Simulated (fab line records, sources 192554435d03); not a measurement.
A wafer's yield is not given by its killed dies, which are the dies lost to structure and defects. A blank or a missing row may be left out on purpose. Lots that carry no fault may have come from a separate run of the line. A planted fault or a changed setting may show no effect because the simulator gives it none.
fab line records	flow n5-finfet
[record] lots = 7	wafers = 19	last-day = 18
route steps=1938 shown SD_ACTIVATION@332 ILD0@335 BEOL_M4@1111 PASSIVATION@1936
lots that met no fault: from a run of the same line without faults
start-h: hours from the record's first day to the start of the lot's first wafer shown	wait-h: time in hours since the lot's previous step	" the same as in the row above	L1.1+2: a row that stands for several wafers	- no value present, or no start provided	* or withheld: withheld	< > ~ a bound
route shown NAME@n: a module of which the file shows steps, and the number in the route of the first	usual: the fault-free wafers' mean and standard deviation	same: alike in all rows	chamber/n: place in a boat	sites: the reading at each site	_std_site: the standard deviation of these	_edge_site: outer sites' mean less inner sites'	radius-mm: for every site, how far away it sits from the centre of the wafer	mask NAME#n: copy n	behind: the most recent tool/chamber to have shaped the wafer	hold: cause of the lot's hold/its duration in hours/its outcome	device: transistor that didn't switch, given as n, p or np	end of line: the same wafers' tests at the end of the route	where a step has no rows: the recipe by itself	killed: count of dies lost to structure and defects at first sort (not the wafer's yield)	map: dies across one wafer; x = killed, . = not, _ = none there
set.NAME: the setting the step ran with; set.NAME@STEP: the setting that earlier step ran with	model.NAME: the simulator's own value behind a step, which no gauge read
certain route steps with their lots: each step a table, each wafer a row
services: from which hour (start-h, from the record's first day; less than 0 if before it) a tool's chamber was out of use, for how many hours, and why
[[steps]]
[step N5_SD_ACTIVATION_RS_MEAS_03]
[recipe] thk-meas-gauge = four-point-probe
[usual] RS_SD_N = 21.9/0.3	RS_SD_P = 56.1/0.82
lot.wafer	tool	chamber	start-h	wait-h	RS_SD_N[ohm/sq]	RS_SD_P[ohm/sq]
L273.2	film-metro-02	-	106.06	0.2	21.8	56.4
L273.4	"	-	"	"	21.4	56.5
L273.6	"	-	"	"	21.5	57.9
L275.2	film-metro-01	-	117.71	0.2	21.8	56.3
L275.4	"	-	"	"	22.0	56.6
L275.5	"	-	"	"	21.9	56.3
L277.1	film-metro-02	-	137.35	0.2	22.4	56.0
L277.2	"	-	"	"	22.1	57.0
L277.6	"	-	"	"	22.2	55.7
L278.3	film-metro-02	-	140.88	0.2	22.0	55.2
L278.4	"	-	"	"	22.0	55.5
L279.3	film-metro-02	-	141.92	0.2	21.9	55.7
L279.4	"	-	"	"	21.8	55.3
L287.4	film-metro-01	-	191.87	0.1	22.0	56.4
L287.5	"	-	"	"	22.0	55.8
L287.6	"	-	"	"	21.7	56.6
L288.3	film-metro-02	-	195.90	0.2	22.1	56.6
L288.5	"	-	"	"	22.2	57.5
L288.6	"	-	"	"	21.8	56.6
[step N5_SD_ACTIVATION_INSPECT_02]
[recipe] inspect-instrument = darkfield	mode = post-anneal
[usual] raw-defect-count = 176/32
lot.wafer	tool	chamber	start-h	wait-h	raw-defect-count
L273.2	defect-inspect-01	-	106.36	0.1	215
L273.4	"	-	"	"	236
L273.6	"	-	"	"	192
L275.2	defect-inspect-02	-	118.02	0.1	192
L275.4	"	-	"	"	172
L275.5	"	-	"	"	138
L277.1	defect-inspect-01	-	137.67	0.2	195
L277.2	"	-	"	"	135
L277.6	"	-	"	"	195
L278.3	defect-inspect-02	-	141.17	0.1	221
L278.4	"	-	"	"	239
L279.3	defect-inspect-02	-	142.21	0.1	173
L279.4	"	-	"	"	150
L287.4	defect-inspect-01	-	192.14	0.1	112
L287.5	"	-	"	"	162
L287.6	"	-	"	"	170
L288.3	defect-inspect-01	-	196.19	0.1	177
L288.5	"	-	"	"	168
L288.6	"	-	"	"	143
[step N5_ILD0_LINER_00]
[recipe] material = SiNx	target-thk-a = 40	temp-c = 400	ald-precursor-family = SiH2I2	ald-co-reactant = N2/H2-plasma	pulse-time-s = 1	purge-time-s = 2	co-reactant-purge-time-s = 2	ald-cycles = 80	pressure-torr = 2
[usual] chamber-pressure-Torr = 1.999/0.004	heater-power-w = 830/63	precursor-pulse-height-rel = 1.000/0.018
[same] pulse-time-s = 1	purge-time-s = 2
lot.wafer	tool	chamber	start-h	wait-h	chamber-pressure-Torr	heater-power-w	precursor-pulse-height-rel
L273.2	ald-sin-02	1	106.39	0.0	1.998	793	0.995
L273.4	"	0	"	"	1.995	774	1.025
L273.6	"	0	"	"	1.999	765	1.036
L275.2	ald-sin-04	3	118.18	0.2	2.003	888	0.982
L275.4	"	2	"	"	1.992	871	1.018
L275.5	"	2	"	"	2.001	893	0.985
L277.1	ald-sin-01	3	137.71	0.0	1.992	907	0.995
L277.2	"	1	"	"	1.999	781	1.012
L277.6	"	3	"	"	2.002	922	0.988
L278.3	ald-sin-01	2	141.20	0.0	2.001	966	0.991
L278.4	"	3	"	"	1.999	930	0.961
L279.3	ald-sin-01	0	142.35	0.1	2.003	808	1.018
L279.4	"	1	"	"	1.998	780	1.001
L287.4	ald-sin-04	1	192.30	0.2	2.002	759	0.989
L287.5	"	0	"	"	1.997	772	1.030
L287.6	"	3	"	"	1.993	877	1.021
L288.3	ald-sin-04	2	196.22	0.0	2.006	847	1.005
L288.5	"	3	"	"	1.996	858	0.986
L288.6	"	0	"	"	2.003	779	0.993
[step N5_ILD0_FCVD_FILL_01]
[recipe] material = SiO2_flowable	target-thk-a = 2000	temp-c = 100	pressure-torr = 0.8	rf-w = 2000	time-s = 328.3
[step N5_ILD0_CURE_02]
[recipe] temp-c = 450	time-s = 1800	ambient = steam	idle-temp-c = 400	ramp-up-c-per-min = 5	ramp-down-c-per-min = 3	densification-p-h2o-torr = 640
[step N5_ILD0_CMP_03]
[recipe] stop-on = SiNx	t-overpolish-s = 1.9	post-cmp-clean = alkaline-brush	down-force-psi = 4.1491	platen-rpm = 51.796	pad-velocity-m-s = 1.0306	target-thk-nm = 197.38
[usual] motor-current-A = 12.1/1.5	overpolish-run-s = 1.900/0.0097	time-to-endpoint-s = 68.6/2.7
lot.wafer	tool	chamber	start-h	wait-h	motor-current-A	overpolish-run-s	time-to-endpoint-s
L273.2	cmp-03	1	109.16	0.0	10.6	1.877	68.0
L273.4	"	3	"	"	15.9	1.908	67.8
L273.6	"	1	"	"	10.9	1.904	68.8
L275.2	cmp-02	0	120.91	0.0	10.6	1.900	70.5
L275.4	"	3	"	"	12.7	1.899	71.1
L275.5	"	1	"	"	12.0	1.891	69.7
L277.1	cmp-02	0	140.08	0.0	11.0	1.917	74.4
L277.2	"	1	"	"	11.7	1.889	73.0
L277.6	"	0	"	"	10.5	1.895	72.8
L278.3	cmp-02	3	143.57	0.0	12.4	1.912	68.8
L278.4	"	0	"	"	10.9	1.915	70.3
L279.4	cmp-03	3	144.73	0.0	16.2	1.899	66.2
L279.3	"	0	"	"	13.3	1.901	67.9
L287.4	cmp-01	1	194.66	0.0	11.2	1.917	70.0
L287.5	"	1	"	"	10.4	1.894	66.9
L287.6	"	2	"	"	10.8	1.907	70.4
L288.3	cmp-01	1	199.02	0.1	11.2	1.889	71.6
L288.5	"	3	"	"	11.0	1.902	69.1
L288.6	"	0	"	"	12.5	1.879	67.0
[step N5_ILD0_THK_MEAS_04]
[usual] thk-nm = 197.1/1.1
lot.wafer	tool	chamber	start-h	wait-h	thk-nm
L273.2	film-metro-02	-	109.46	-	196.5
L273.4	"	-	"	"	197.9
L273.6	"	-	"	"	197.1
L275.2	film-metro-01	-	121.20	-	197.8
L275.4	"	-	"	"	197.4
L275.5	"	-	"	"	196.8
L277.1	film-metro-01	-	140.37	-	197.9
L277.2	"	-	"	"	196.9
L277.6	"	-	"	"	197.3
L278.3	film-metro-02	-	143.86	-	197.9
L278.4	"	-	"	"	197.1
L279.3	film-metro-01	-	145.03	-	197.1
L279.4	"	-	"	"	196.9
L287.4	film-metro-02	-	194.96	-	195.7
L287.5	"	-	"	"	197.0
L287.6	"	-	"	"	196.8
L288.3	film-metro-02	-	199.24	-	195.9
L288.5	"	-	"	"	196.3
L288.6	"	-	"	"	197.9
[step N5_ILD0_CMP_07]
[recipe] stop-on = poly-Si	material = SiO2_flowable	t-overpolish-s = 1.18	post-cmp-clean = alkaline-brush	down-force-psi = 4.1491	platen-rpm = 51.796	pad-velocity-m-s = 1.0306	target-thk-nm = 138.88
[usual] motor-current-A = 11.9/1.3
lot.wafer	tool	chamber	start-h	wait-h	motor-current-A
L273.4	cmp-02	0	109.56	0.1	10.8
L273.2	"	1	"	"	11.3
L273.6	"	3	"	"	11.5
L275.4	cmp-02	0	121.23	0.0	10.6
L275.2	"	1	"	"	12.3
L275.5	"	1	"	"	11.9
L277.2	cmp-03	2	140.44	0.1	13.7
L277.1	"	0	"	"	13.8
L277.6	"	1	"	"	10.7
L278.4	cmp-02	0	143.89	0.0	10.6
L278.3	"	1	"	"	11.8
L279.3	cmp-02	2	145.06	0.0	11.0
L279.4	"	1	"	"	12.1
L287.4	cmp-02	0	194.99	0.0	10.4
L287.5	"	0	"	"	10.6
L287.6	"	1	"	"	10.9
L288.3	cmp-01	3	199.31	0.1	11.7
L288.6	"	2	"	"	10.9
L288.5	"	3	"	"	10.8
[step N5_ILD0_THK_MEAS_08]
[usual] thk-nm = 138.9/0.91
lot.wafer	tool	chamber	start-h	wait-h	thk-nm
L273.2	film-metro-02	-	109.78	-	139.7
L273.4	"	-	"	"	139.1
L273.6	"	-	"	"	138.3
L275.2	film-metro-02	-	121.52	-	139.9
L275.4	"	-	"	"	140.1
L275.5	"	-	"	"	138.8
L277.1	film-metro-02	-	140.69	-	141.2
L277.2	"	-	"	"	141.1
L277.6	"	-	"	"	139.9
L278.3	film-metro-02	-	144.19	-	139.8
L278.4	"	-	"	"	139.1
L279.3	film-metro-02	-	145.35	-	137.9
L279.4	"	-	"	"	138.9
L287.4	film-metro-02	-	195.29	-	139.0
L287.5	"	-	"	"	138.5
L287.6	"	-	"	"	139.2
L288.3	film-metro-01	-	199.57	-	139.3
L288.5	"	-	"	"	138.8
L288.6	"	-	"	"	138.6
[step N5_ILD0_PRECLEAN_10]
[recipe] chemistry = NF3:NH3	afs-cycles = 5	time-s = 20	temp-c = 30	sublimation-temp-c = 180	sublimation-time-s = 60	pressure-torr = 3	rf-power-w = 30
[step N5_ILD0_ALD_15]
[recipe] material = SiNx	target-thk-a = 240	temp-c = 400	ald-precursor-family = SiH2I2	ald-co-reactant = N2/H2-plasma	pulse-time-s = 1	ald-cycles = 480	purge-time-s = 2	co-reactant-purge-time-s = 2	pressure-torr = 2
[usual] chamber-pressure-Torr = 2.001/0.0039	heater-power-w = 838/61	precursor-pulse-height-rel = 1.002/0.018
[same] pulse-time-s = 1	purge-time-s = 2
lot.wafer	tool	chamber	start-h	wait-h	chamber-pressure-Torr	heater-power-w	precursor-pulse-height-rel
L273.2	ald-sin-01	0	110.80	0.8	1.998	824	1.003
L273.4	"	2	"	"	2.002	935	0.968
L273.6	"	3	111.88	1.4	1.997	932	1.017
L275.2	ald-sin-04	1	122.26	0.5	1.992	827	0.981
L275.4	"	0	"	"	2.004	872	0.982
L275.5	"	2	123.35	1.2	2.006	880	1.004
L277.1	ald-sin-04	3	141.41	0.6	1.998	876	1.012
L277.2	"	0	"	"	2.000	855	1.023
L277.6	"	0	142.50	1.1	2.000	877	1.001
L278.3	ald-sin-02	1	144.90	0.4	2.005	811	0.997
L278.4	"	2	"	"	2.000	713	0.980
L279.3	ald-sin-01	1	146.48	0.8	1.999	809	1.002
L279.4	"	2	"	"	1.999	942	0.994
L287.4	ald-sin-02	2	196.01	0.3	1.997	684	0.996
L287.5	"	0	197.10	1.2	2.004	783	1.056
L287.6	"	3	"	"	2.001	804	1.039
L288.3	ald-sin-02	2	200.28	0.4	2.000	702	0.956
L288.5	"	2	201.37	1.2	2.002	688	1.037
L288.6	"	1	"	"	1.995	804	1.018
[step N5_ILD0_CMP_12]
[recipe] stop-on = poly-Si	material = SiNx	t-overpolish-s = 6	post-cmp-clean = alkaline-brush	down-force-psi = 2.5	platen-rpm = 51.8	pad-velocity-m-s = 1.0307	target-thk-nm = 17.67
[usual] motor-current-A = 9.0/1.2	overpolish-run-s = 6.000/0.0087	time-to-endpoint-s = 28.2/2.2
lot.wafer	tool	chamber	start-h	wait-h	motor-current-A	overpolish-run-s	time-to-endpoint-s
L273.2	cmp-03	1	113.00	1.1	7.8	5.996	30.0
L273.4	"	0	"	"	9.8	6.018	25.3
L273.6	"	2	"	"	9.7	6.001	27.9
L275.4	cmp-01	0	124.47	1.1	9.5	6.007	24.7
L275.2	"	2	"	"	8.7	6.014	28.0
L275.5	"	1	"	"	7.7	6.007	27.0
L277.1	cmp-01	3	143.61	1.1	7.9	6.010	29.8
L277.2	"	0	"	"	9.9	5.997	26.5
L277.6	"	3	"	"	8.0	6.001	56.7
L278.3	cmp-01	2	147.10	1.1	8.1	6.000	59.8
L278.4	"	1	"	"	8.2	5.997	26.4
L279.3	cmp-01	1	148.68	1.1	7.9	6.014	54.7
L279.4	"	0	"	"	9.0	6.001	26.9
L287.4	cmp-02	1	198.38	1.3	8.1	6.015	25.3
L287.6	"	3	"	"	9.3	6.007	25.9
L287.5	"	0	"	"	7.3	6.001	27.4
L288.3	cmp-03	0	202.60	1.2	9.2	6.002	28.8
L288.6	"	1	"	"	7.7	6.000	27.2
L288.5	"	2	"	"	10.5	5.996	29.9
[step N5_ILD0_THK_MEAS_13]
[usual] thk-nm = 17.5/0.88
lot.wafer	tool	chamber	start-h	wait-h	thk-nm
L273.2	film-metro-01	-	113.29	-	18.5
L273.4	"	-	"	"	17.9
L273.6	"	-	"	"	18.2
L275.2	film-metro-02	-	124.76	-	17.7
L275.4	"	-	"	"	17.7
L275.5	"	-	"	"	17.4
L277.1	film-metro-01	-	143.91	-	17.8
L277.2	"	-	"	"	16.9
L277.6	"	-	"	"	18.3
L278.3	film-metro-01	-	147.40	-	19.4
L278.4	"	-	"	"	18.4
L279.3	film-metro-02	-	148.98	-	18.8
L279.4	"	-	"	"	17.7
L287.4	film-metro-01	-	198.61	-	16.1
L287.5	"	-	"	"	16.8
L287.6	"	-	"	"	16.8
L288.3	film-metro-01	-	202.78	-	17.7
L288.5	"	-	"	"	18.2
L288.6	"	-	"	"	17.1
[step N5_BEOL_M4_RC_MEAS_101]
[usual] DIBL_N = 36.5/1.4	DIBL_P = 36.5/1.6	IOFF_N = 0.163/0.022	IOFF_P = 0.219/0.029	ION_N = 675/8.3	ION_P = 464/6.2	SS_N = 71.5/0.52	SS_P = 73.4/0.57	VT_N = 249.7/2.6	VT_P = -250/3
lot.wafer	tool	chamber	start-h	wait-h	DIBL_N[mV/V]	DIBL_P[mV/V]	IOFF_N[nA/um]	IOFF_P[nA/um]	ION_N[uA/um]	ION_P[uA/um]	SS_N[mV/dec]	SS_P[mV/dec]	VT_N[mV]	VT_P[mV]
L273.2	prober-01	0	214.85	0.2	36.9	36.2	0.167	0.253	685	473	71.2	73.3	249.1	-244
L273.4	"	0	"	"	34.2	33.7	0.129	0.213	673	468	71.0	72.0	252.0	-248
L273.6	"	0	"	"	35.3	34.5	0.141	0.221	681	469	71.2	72.5	248.7	-248
L275.2	prober-02	0	237.93	0.2	36.8	37.2	0.157	0.218	668	462	71.3	73.0	250.6	-249
L275.4	"	0	"	"	37.5	37.8	0.161	0.217	678	458	72.0	73.4	250.7	-250
L275.5	"	0	"	"	36.2	37.3	0.150	0.210	670	462	71.8	73.3	249.1	-252
L278.3	prober-01	0	246.76	0.3	35.3	36.7	0.165	0.258	683	474	72.0	73.3	247.6	-245
L278.4	"	0	"	"	36.1	38.0	0.189	0.304	691	483	71.5	73.7	244.6	-241
L277.1	prober-02	0	248.00	0.0	36.6	35.6	0.175	0.246	674	471	72.5	73.1	246.5	-247
L277.2	"	0	"	"	36.0	35.5	0.164	0.233	677	467	71.6	73.6	243.1	-247
L277.6	"	0	"	"	36.1	35.9	0.170	0.235	681	472	71.4	73.8	247.6	-245
L279.3	prober-02	0	258.86	0.3	37.2	38.7	0.187	0.253	673	463	72.3	73.9	248.2	-248
L279.4	"	0	"	"	35.7	37.0	0.159	0.217	682	461	71.2	73.5	253.2	-250
L287.4	prober-02	0	310.83	0.5	34.2	35.8	0.136	0.198	681	470	71.7	73.1	250.4	-252
L287.5	"	0	"	"	34.4	36.2	0.140	0.202	674	467	71.6	72.8	251.3	-250
L287.6	"	0	"	"	33.5	35.1	0.131	0.191	666	466	70.4	72.6	252.4	-252
L288.3	prober-02	0	317.03	0.3	36.0	35.2	0.146	0.213	671	470	72.1	73.3	251.6	-248
L288.5	"	0	"	"	36.0	35.6	0.148	0.219	673	463	71.5	73.5	250.7	-249
L288.6	"	0	"	"	34.4	32.7	0.123	0.188	675	471	70.1	73.1	250.2	-250
[step N5_PASSIVATION_PROBE_49]
[usual] defect-limited-yield = 91.2/1.6	killed_at_M0_to_M3 = 33/11	killed_at_M4_up = 15/6.2	killed-at-contacts = 15/7.1	killed-at-front-end = 38/12	killed-at-other = 4/3.5	killed-dies = 104/19	killed-open = 69/14	killed-short = 34/8.5	sort_bin_5_function = 5.2/0.99	sort_bin_6_memory = 3.3/0.77	sort-n-pass = 1076/19	sort-yield-pct = 91.2/1.6
[same] gross-dies = 1180	killed-at-back-side = 0	sort_bin_4_leakage[%] = 0	sort_bin_8_speed[%] = 0
lot.wafer	tool	chamber	start-h	wait-h	defect-limited-yield[%]	killed_at_M0_to_M3	killed_at_M4_up	killed-at-contacts	killed-at-front-end	killed-at-other	killed-dies	killed-open	killed-short	sort_bin_5_function[%]	sort_bin_6_memory[%]	sort-n-pass	sort-yield-pct[%]
L278.4	prober-01	-	347.83	0.2	93.1	25	13	16	27	1	82	62	19	4.4	2.5	1098	93.1
// killed by level:class
L278.4 MOL_CONTACT_COAG:geometric-particle:open=14 STI_FIN_REVEAL:geometric-particle:open=13 BEOL_M1:geometric-particle:open=7 BEOL_M4:geometric-particle:open=6 BEOL_M0_SAQP:geometric-particle:open=4 BEOL_M0_SAQP:geometric-particle:short=4 BEOL_M2:geometric-particle:open=4 STARTING-WAFER:geometric-particle:short=4
[[services]]
tool	chamber	start-h	hours	kind
ald-sin-02	-	85.65	14.0	pm
ald-sin-02	0	85.65	14.0	vent-cycle
ald-sin-02	1	85.65	14.0	vent-cycle
ald-sin-02	2	85.65	14.0	vent-cycle
ald-sin-02	3	85.65	14.0	vent-cycle
ald-sin-02	0	99.65	-	clean
cmp-03	-	105.77	0.9	repair
ald-sin-02	-	108.99	2.8	pm
cmp-03	-	118.45	1.5	repair
cmp-02	-	121.46	6.8	pm
cmp-03	-	145.48	0.9	repair
ald-sin-01	3	157.56	52.7	repair
cmp-01	-	174.98	4.3	repair
ald-sin-04	-	178.30	14.0	pm
ald-sin-04	0	178.30	14.0	vent-cycle
ald-sin-04	1	178.30	14.0	vent-cycle
ald-sin-04	2	178.30	14.0	vent-cycle
ald-sin-04	3	178.30	14.0	vent-cycle
cmp-02	-	183.81	2.2	repair
cmp-01	-	191.12	1.8	repair
ald-sin-04	0	192.30	-	clean
ald-sin-04	1	192.30	-	clean
ald-sin-04	2	192.30	-	clean
ald-sin-04	3	192.30	-	clean
[[key]]
[first-sign] step = N5_ILD0_CMP_12	reading = time-to-endpoint-s	direction = up	sigmas = 13	usual = *	struck = *
effect none on later readings
met-at N5_ILD0_CMP_12
struck-wafers L277.6,L278.3,L279.3
onset-between 124.47 143.61
[fault] kind = process-parameter-drift	tool = cmp-01	chamber = -	onset-h = 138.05	steps = N5_ILD0_CMP_12	channel = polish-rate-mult	offset = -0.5	shape = step	end-h = 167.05	scope = struck-wafers-only
